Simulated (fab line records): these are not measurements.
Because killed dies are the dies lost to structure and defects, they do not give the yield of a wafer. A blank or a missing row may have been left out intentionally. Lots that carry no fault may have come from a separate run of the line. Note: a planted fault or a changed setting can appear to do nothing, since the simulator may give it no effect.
Matching of chambers ; flow nand harc ; 3 sister chambers for NHARC_A_STAIRCASE_DEP_156 on pecvd-01
The step deposits SiNx, target thk 50 nm. 14 wafers are shown with their chamber, then 7 later ones without.

== WAFERS PAIRED WITH THEIR CHAMBERS ==
wafer;chamber;showerhead vpp V (V);heater power w (W)
L076.1;0;1315;592
L076.4;2;1326;612
L076.5;0;1300;585
L078.1;2;1311;680
L078.2;0;1324;686
L078.5;1;1360;659
L077.1;0;1313;740
L077.2;1;1397;780
L077.5;2;1325;678
L081.2;1;1365;742
L081.4;0;1303;712
L081.5;1;1331;744
L085.4;2;1298;712
L085.5;1;1378;772

SIGNATURES (means of the wafers above)
reading;chamber 0;chamber 1;chamber 2;scatter within a chamber
showerhead vpp V;1311.00;1366.20;1315.00;17.2
heater power w;663.00;739.40;670.50;56
Rule: for a wafer and a chamber, the distance is found by dividing, reading by reading, the gap between the wafer's reading and the chamber's mean by the reading's scatter, squaring, summing and taking the root. If the next closest chamber is less than 2 further off than the closest, the wafer can't be placed; otherwise it belongs to the closest. The scatter: take each reading less its chamber's mean, square it, sum over the shown wafers, divide by the number of wafers less the number of chambers, and take the root.

== WAFERS WHOSE CHAMBER IS MISSING ==
wafer;showerhead vpp V (V);heater power w (W)
L085.6;1324;704
L091.3;1286;692
L091.5;1317;588
L091.6;1312;692
L094.2;1351;601
L094.5;1324;750
L094.6;1319;613

== EACH ONE'S CHAMBER ==
wafer;from the rows above;in truth
L085.6;can't be placed: 2 or 0 or 1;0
L091.3;can't be placed: 0 or 2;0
L091.5;can't be placed: 0 or 2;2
L091.6;can't be placed: 2 or 0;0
L094.2;can't be placed: 2 or 0 or 1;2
L094.5;can't be placed: 2 or 0 or 1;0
L094.6;can't be placed: 0 or 2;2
Placed correctly: 0 of 7. Unplaceable from these rows: 7, with the true chamber sitting among the candidates in 7. Wrongly placed: 0.
